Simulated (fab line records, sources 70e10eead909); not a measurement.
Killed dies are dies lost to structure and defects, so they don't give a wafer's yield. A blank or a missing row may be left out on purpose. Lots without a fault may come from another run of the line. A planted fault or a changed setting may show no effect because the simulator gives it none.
Which tool did it? | flow nand_harc | 11 lots, 33 wafers sampled, at 5 steps of a route of 1159

WHAT THE GAUGES READ, wafer by wafer
NHARC_END_SORT_01.
lot  | measured     | on        | defect_limited_yield (%)
L606 | day 22 07:30 | prober-02 | 93.1 91.6 91.6
L612 | day 23 13:57 | prober-02 | 94.4 94.7 96.2

WHICH TOOL RAN EACH LOT (tool, then ch and the chambers of the sampled wafers, then the start)
lot  | NHARC_P_M1_PRE_CLEAN_30      | NHARC_A_BONDPAD_ETCH_34            | NHARC_A_BONDPAD_STRIP_15           | NHARC_A_BONDPAD_PVD_17
L594 | pvd_sputter-02, day 6 04:01  | rie_diel-06 ch 1,2,3, day 18 00:53 | rie_diel-06 ch 0,1,2, day 18 01:11 | pvd_sputter-01, no start
L596 | pvd_sputter-02, day 6 10:57  | rie_diel-11 ch 0,1,3, day 18 12:21 | rie_diel-02 ch 0,1,2, day 18 12:41 | pvd_sputter-01, no start
L601 | pvd_sputter-02, day 7 15:17  | rie_diel-11 ch 0,1, day 19 16:29   | rie_diel-02 ch 0,1, day 19 17:16   | pvd_sputter-03, no start
L602 | pvd_sputter-02, day 8 00:05  | rie_diel-06 ch 1,2, day 20 02:14   | rie_diel-06 ch 0,1,3, day 20 02:32 | pvd_sputter-02, no start
L603 | pvd_sputter-01, day 8 06:16  | rie_diel-06 ch 0,1,3, day 20 03:04 | rie_diel-06 ch 2,3, day 20 03:22   | pvd_sputter-02, no start
L606 | pvd_sputter-02, day 9 05:14  | rie_diel-06 ch 1,2,3, day 20 23:43 | rie_diel-06 ch 0,2,3, day 21 00:03 | pvd_sputter-01, day 22 07:30 or earlier
L611 | pvd_sputter-01, day 10 07:16 | rie_diel-06 ch 0,1,3, day 22 20:07 | rie_diel-02 ch 1,2,3, day 22 20:27 | pvd_sputter-03, no start
L612 | pvd_sputter-01, day 10 11:10 | rie_diel-06 ch 0,2,3, day 22 04:58 | rie_diel-06 ch 0,2,3, day 22 05:16 | pvd_sputter-02, day 23 13:57 or earlier
L614 | pvd_sputter-03, day 11 00:57 | rie_diel-06 ch 0,2,3, day 22 23:54 | rie_diel-06 ch 0,1,2, day 23 00:13 | pvd_sputter-02, no start
L615 | pvd_sputter-03, day 11 12:04 | rie_diel-11 ch 0,2,3, day 23 15:26 | rie_diel-06 ch 0,3, day 23 15:45   | pvd_sputter-03, no start
L616 | pvd_sputter-01, day 11 12:52 | rie_diel-06 ch 0,2,3, day 23 15:07 | rie_diel-06 ch 0,1,3, day 23 15:28 | pvd_sputter-01, no start
- NHARC_P_M1_PRE_CLEAN_30: time 30 s.
- NHARC_A_BONDPAD_ETCH_34: etches the open film in N2/H2, target depth 60 nm, overetch 18 nm, time 65.91 s.
- NHARC_A_BONDPAD_STRIP_15: strips in O2.
- NHARC_A_BONDPAD_PVD_17: deposits TaN, target thk 5 nm, time 8.06 s.

THE ANSWER, worked out from the rows above alone
Rule: what is usual is taken from the lots themselves. Put in order of their means at a reading, lots are off if they are a third of the lots or fewer, leave a main group of 4 or more, and stand apart from it by a gap of 3 or more times the standard deviation of the main group's means; of several such gaps the widest counts. A main group whose means are all the same, to the digits that the tables above print for the reading, isn't used. A lot without any number at a reading at which 4 lots or more have one is off too. The other lots that the step has rows for count as sound.
No lot is off at any reading shown: from this, nothing can be told.

WHAT THE SIMULATOR HAD PUT IN
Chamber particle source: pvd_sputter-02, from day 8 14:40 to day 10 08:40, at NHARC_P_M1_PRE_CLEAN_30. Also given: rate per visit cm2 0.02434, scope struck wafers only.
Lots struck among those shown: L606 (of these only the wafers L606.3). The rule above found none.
